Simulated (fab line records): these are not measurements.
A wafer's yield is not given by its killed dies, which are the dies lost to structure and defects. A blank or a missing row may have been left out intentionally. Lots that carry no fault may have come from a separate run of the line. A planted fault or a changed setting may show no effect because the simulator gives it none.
Struck lot and sound lot, side by side ; flow n5Finfet ; 43 out of 1938 route steps
Sound: wafers L696.1, L696.4, L696.6. Struck: wafer L705.6 (left out: L705.1, L705.4 of the same lot, which were not struck); the cause appears at the end.
Per side, at each step with rows, come the tool, then ch with its chambers, and then its first start. Under that, the readings that differ: sound wafers ; struck wafers ; difference of the means ; sigmas: that difference in standard deviations of wafers without a fault.
alike: readings whose means differ by less than 2 such deviations, and words and numbers that are the same on both sides. not compared: withheld readings, readings that some wafer has no value for, bounds like >300 that may hide the same value, and numbers for which the record gives no deviation and whose values overlap.
The two part at a step that has a row with sigmas, a row that says differs or no value, or rows on one side only. When numbers do not overlap yet have no deviation, they are printed without sigmas and do not part them. A reading that every wafer of one side lacks parts them only if that side has two wafers or more.

first, 2 steps without rows for these wafers: N5_SD_EPI_P_STRIP_38 (strips in N2/H2); N5_SD_EPI_P_ETCHBACK_46 (etches SiNx in CH3F/O2, stops on SiO2, target depth 17.5 nm).
N5_SD_EPI_P_ETCH_47: etches SiOCN in CH3F/O2, target depth 25 nm.
  sound on rieDiel-01 ch 0,1, day 6 18:26; struck on rieDiel-01 ch 2, day 9 00:44
  alike: drypumpMotorCurrentA, oesProductAu, rfVppV, showerheadPlenumPTorr, throttleValvePct
  not compared: rfHoursCounterH
then, 2 steps without rows for these wafers: N5_SD_EPI_P_ETCH_16 (etches SiO2 in CHF3/O2, target depth 5 nm); N5_SD_EPI_P_STRIP_50 (strips in CHF3/O2).
N5_SD_EPI_P_SD_RECESS_17: chemistry HBr/Cl2/O2, target depth 39.1 nm, bt time 3 s.
  sound on rieSi-03 ch 0,2,3, day 6 18:36; struck on rieSi-02 ch 1, day 9 00:54
  alike: drypumpMotorCurrentA, oesProductAu, throttleValvePct
  not compared: rfHoursCounterH
then, 6 steps without rows for these wafers: N5_SD_EPI_P_WET_ETCH_45 (etches SiO2 in dHF, time 10.7 s, target depth 2 nm, rinse time 30 s); N5_SD_EPI_P_STRIP_40 (strips in N2/H2); N5_SD_EPI_P_PRECLEAN_52 (cleans in O3/DIW, time 60 s); N5_SD_EPI_P_SRD_20 (time 30 s); N5_SD_EPI_P_PRECLEAN_51 (cleans in NF3:NH3, afs cycles 1, time 20 s, sublimation time 60 s); N5_SD_EPI_P_VAPOR_ETCH_44 (etches SiGe30 in NF3/Ar, time 3.3 s).
N5_SD_EPI_P_EPI_21: deposits SiGe:B, time 355 s.
  sound on epiRpcvd-02 ch 0, day 6 19:16; struck on epiRpcvd-04 ch 0, day 9 03:22
reading;sound;struck;difference;sigmas
model.SiGe-B_of_SD_EPI_P_EPI_21.thkNm (nm);60.2 60.2 60.4;62.8;+2.5;
N5_SD_EPI_P_EPI_MEAS_23:
  struck on filmMetro-02, day 9 03:46; sound on filmMetro-01, day 6 21:28
reading;sound;struck;difference;sigmas
thkNm (nm);60.4 59.2 61.8;63.1;+2.6;+2
then, 6 steps without rows for these wafers: N5_SD_EPI_P_HM_STRIP_48 (strips SiNx in H3PO4, material SiNx, target depth 3 nm); N5_SD_EPI_P_SRD_49 (time 30 s); N5_SD_EPI_P_PRECLEAN_24 (cleans in O3/DIW, time 45 s); N5_SD_EPI_P_PRECLEAN_32 (cleans in dHF, time 10 s); N5_SD_EPI_P_PRECLEAN_33 (cleans in SC2, time 45 s); N5_SD_EPI_P_SRD_25 (time 30 s).
N5_SD_EPI_P_INSPECT_26: inspects for defects (darkfield).
  struck on defectInspect-01, day 9 03:57; sound on defectInspect-02, day 6 21:39
  alike: rawDefectCount
N5_SD_ACTIVATION_RTA_00: time 0 s.
  sound on rtpAnneal-01 ch 0, day 6 21:43; struck on rtpAnneal-01 ch 0, day 9 03:58
  alike: lampPowerPct, lamp_zone_3_pct, wafer_temp_C_max
then, 1 step without rows for these wafers: N5_SD_ACTIVATION_LSA_01 (time 0.0008 s).
N5_SD_ACTIVATION_RS_MEAS_03: measures by four-point-probe.
  struck on filmMetro-02, day 9 04:23; sound on filmMetro-01, day 6 22:08
reading;sound;struck;difference;sigmas
RS_SD_N (ohm/sq);22.61 22.51 22.62;21.94;-0.64;-2
RS_SD_P (ohm/sq);56.3 56.8 56.2;54.8;-1.6;-2
N5_SD_ACTIVATION_INSPECT_02: inspects for defects (darkfield).
  struck on defectInspect-01, day 9 04:42; sound on defectInspect-02, day 6 22:27
  alike: rawDefectCount
then, 4 steps without rows for these wafers: N5_ILD0_LINER_00 (material SiNx, target thk 4 nm, pulse time 1 s, purge time 2 s); N5_ILD0_FCVD_FILL_01 (material SiO2 flowable, target thk 200 nm, time 328.3 s); N5_ILD0_CURE_02 (time 1800 s); N5_ILD0_CMP_03 (polishes, stops on SiNx, t overpolish 1.9 s, target thk 197.38 nm).
N5_ILD0_THK_MEAS_04:
  struck on filmMetro-02, day 9 07:25; sound on filmMetro-02, day 7 01:09
  alike: thkNm
then, 1 step without rows for these wafers: N5_ILD0_CMP_07 (polishes SiO2 flowable, stops on poly-Si, t overpolish 1.18 s, target thk 138.88 nm).
N5_ILD0_THK_MEAS_08:
  struck on filmMetro-02, day 9 07:44; sound on filmMetro-01, day 7 01:28
  alike: thkNm
then, 2 steps without rows for these wafers: N5_ILD0_PRECLEAN_10 (cleans in NF3:NH3, afs cycles 5, time 20 s, sublimation time 60 s); N5_ILD0_ALD_15 (deposits SiNx, target thk 24 nm, pulse time 1 s, ald cycles 480).
N5_ILD0_CMP_12: polishes SiNx, stops on poly-Si, t overpolish 6 s, target thk 17.67 nm.
  sound on cmp-02 ch 0,3, day 7 04:23; struck on cmp-02 ch 0, day 9 10:41
  alike: motorCurrentA, overpolishRunS, timeToEndpointS
  not compared: padLifeWafers
N5_ILD0_THK_MEAS_13:
  struck on filmMetro-01, day 9 10:56; sound on filmMetro-02, day 7 04:41
  alike: thkNm
N5_ILD0_INSPECT_06: inspects for defects (darkfield).
  struck on defectInspect-01, day 9 10:58; sound on defectInspect-01, day 7 04:43
  alike: rawDefectCount
N5_SDB_HM_DEP_00: deposits SiNx from SiH4/NH3/N2, target thk 40 nm, time 35.3 s.
  sound on pecvd-02 ch 1,2, day 7 04:45; struck on pecvd-01 ch 2, day 9 11:01
  alike: heaterPowerW, showerheadPlenumPTorr, throttleValvePct
then, 3 steps without rows for these wafers: N5_SDB_COAT_03 (time 60 s, resist thk 100 nm); N5_SDB_COAT_04 (time 60 s, resist thk 18 nm); N5_SDB_COAT_05 (resist thk 90 nm).
N5_MOL_CONTACT_COAG_ETCH_110: etches Si in CF4/O2, target depth 2.5 nm, time 8 s.
  sound on rieDiel-02 ch 2,3, day 8 03:25; struck on rieDiel-05 ch 3, day 10 09:30
reading;sound;struck;difference;sigmas
model.SiGe-B_of_SD_EPI_P_EPI_21.thkNm (nm);57.2 57.4 57.4;59.8;+2.5;
  alike: drypumpMotorCurrentA, oesProductAu, rfVppV, showerheadPlenumPTorr, throttleValvePct
  not compared: rfHoursCounterH
-- the record jumps here: 5 days lie between the struck wafers' starts before and after (it left off in module MOL_CONTACT_COAG and takes up again in module BEOL_M4, whose first step shown is number 1111 of the route) --
N5_BEOL_M4_RC_MEAS_101:
  sound on prober-02 ch 0, day 12 14:01; struck on prober-02 ch 0, day 15 06:11
  alike: DIBL_N, DIBL_P, IOFF_N, IOFF_P, ION_N, ION_P, SS_N, SS_P, VT_N, VT_P

## WHERE THEY PART
Earliest at N5_SD_EPI_P_EPI_MEAS_23; latest, in this record, at N5_SD_ACTIVATION_RS_MEAS_03. Later steps at which nothing parts them and some readings are alike: N5_SD_ACTIVATION_INSPECT_02, N5_ILD0_THK_MEAS_04, N5_ILD0_THK_MEAS_08, N5_ILD0_CMP_12, N5_ILD0_THK_MEAS_13, N5_ILD0_INSPECT_06, N5_SDB_HM_DEP_00, N5_MOL_CONTACT_COAG_ETCH_110, N5_BEOL_M4_RC_MEAS_101.

WHY: what the simulator had put in
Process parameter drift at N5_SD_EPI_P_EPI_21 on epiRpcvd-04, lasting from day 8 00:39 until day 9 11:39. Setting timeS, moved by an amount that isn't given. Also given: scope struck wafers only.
